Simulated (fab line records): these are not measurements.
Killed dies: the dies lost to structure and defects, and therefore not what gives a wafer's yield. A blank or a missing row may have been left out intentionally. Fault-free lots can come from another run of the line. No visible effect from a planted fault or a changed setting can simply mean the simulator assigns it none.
Matching of chambers ; flow n5_finfet ; rie_diel-03 running N5_BEOL_M4_VIA_ETCH_34: 4 sister chambers
The step etches the open film in C4F6/O2, target depth 69.4 nm, time 65.9 s. 4 wafers are shown with their chamber, then 9 later ones without.

== WAFERS, EACH WITH ITS CHAMBER ==
wafer;chamber;drypump_motor_current_A (A)
L081.6;0;6.3
L082.2;1;6.3
L082.3;2;5.4
L082.5;3;5.9

== WAFERS WHOSE CHAMBER IS MISSING ==
wafer;drypump_motor_current_A (A)
L085.2;5.9
L085.3;6.3
L085.5;5.9
L087.1;6.3
L087.4;6.3
L087.5;5.9
L089.4;6.4
L089.5;6.3
L089.6;5.9

== WHICH CHAMBER EACH WENT THROUGH ==
wafer;from the rows above;in truth
L085.2;3;3
L085.3;can't be placed: 0 or 1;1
L085.5;3;3
L087.1;can't be placed: 0 or 1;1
L087.4;can't be placed: 0 or 1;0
L087.5;3;3
L089.4;can't be placed: 0 or 1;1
L089.5;can't be placed: 0 or 1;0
L089.6;3;3
4 of 9 placed correctly. Cannot be placed on the basis of these rows: 5; the candidates contain the true chamber in 5. 0 placed wrongly.
How it was worked out, from the rows above alone: a wafer's distance from a chamber is the root of the sum, over the readings, of the square of ((its reading less the chamber's mean) divided by the reading's scatter). If the next closest chamber is less than 2 further off than the closest, the wafer can't be placed; otherwise it belongs to the closest. For every chamber, the mean is computed from those of its wafers that are shown. The scatter: with one shown wafer a chamber, the root of the mean of the squares of how far each hidden wafer lies from its nearest shown one.
